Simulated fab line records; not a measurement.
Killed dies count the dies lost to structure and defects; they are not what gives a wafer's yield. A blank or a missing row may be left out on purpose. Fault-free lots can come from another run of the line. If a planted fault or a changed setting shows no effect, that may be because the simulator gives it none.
Chamber matching / flow n5Finfet / rieDiel-02 running N5_BEOL_M9_ETCH_76: 4 sister chambers
The step etches underlayer in N2/H2, target depth 6.5 nm, time 5.2 s. 4 wafers are shown with their chamber, then 9 later ones without.

WAFERS, EACH WITH ITS CHAMBER
wafer=L083.1; chamber=3; showerheadPlenumPTorr (Torr)=2.50
wafer=L086.2; chamber=0; showerheadPlenumPTorr (Torr)=2.50
wafer=L086.4; chamber=2; showerheadPlenumPTorr (Torr)=2.63
wafer=L086.6; chamber=1; showerheadPlenumPTorr (Torr)=2.44

WAFERS WITH NO CHAMBER GIVEN
wafer=L091.3; showerheadPlenumPTorr (Torr)=2.62
wafer=L091.4; showerheadPlenumPTorr (Torr)=2.50
wafer=L091.6; showerheadPlenumPTorr (Torr)=2.62
wafer=L089.2; showerheadPlenumPTorr (Torr)=2.62
wafer=L089.3; showerheadPlenumPTorr (Torr)=2.44
wafer=L089.5; showerheadPlenumPTorr (Torr)=2.62
wafer=L095.1; showerheadPlenumPTorr (Torr)=2.43
wafer=L095.4; showerheadPlenumPTorr (Torr)=2.43
wafer=L095.5; showerheadPlenumPTorr (Torr)=2.49

EACH ONE'S CHAMBER
wafer=L091.3; from the rows above=2; in truth=2
wafer=L091.4; from the rows above=can't be placed: 0 or 3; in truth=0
wafer=L091.6; from the rows above=2; in truth=2
wafer=L089.2; from the rows above=2; in truth=2
wafer=L089.3; from the rows above=1; in truth=1
wafer=L089.5; from the rows above=2; in truth=2
wafer=L095.1; from the rows above=1; in truth=1
wafer=L095.4; from the rows above=1; in truth=1
wafer=L095.5; from the rows above=can't be placed: 0 or 3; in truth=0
Correct placement for 7 of the 9. Unplaceable from these rows: 2, with the true chamber sitting among the candidates in 2. Placed wrongly: 0.
How it was worked out, from the rows above alone: a wafer's distance from a chamber is the root of the sum, over the readings, of the square of ((its reading less the chamber's mean) divided by the reading's scatter). The wafer belongs to the nearest chamber; if the next one is less than 2 further off, it can't be placed. The mean given for a chamber averages the wafers shown for that chamber. The scatter: root of mean squared gap, hidden wafer to nearest shown wafer, with one shown wafer a chamber.
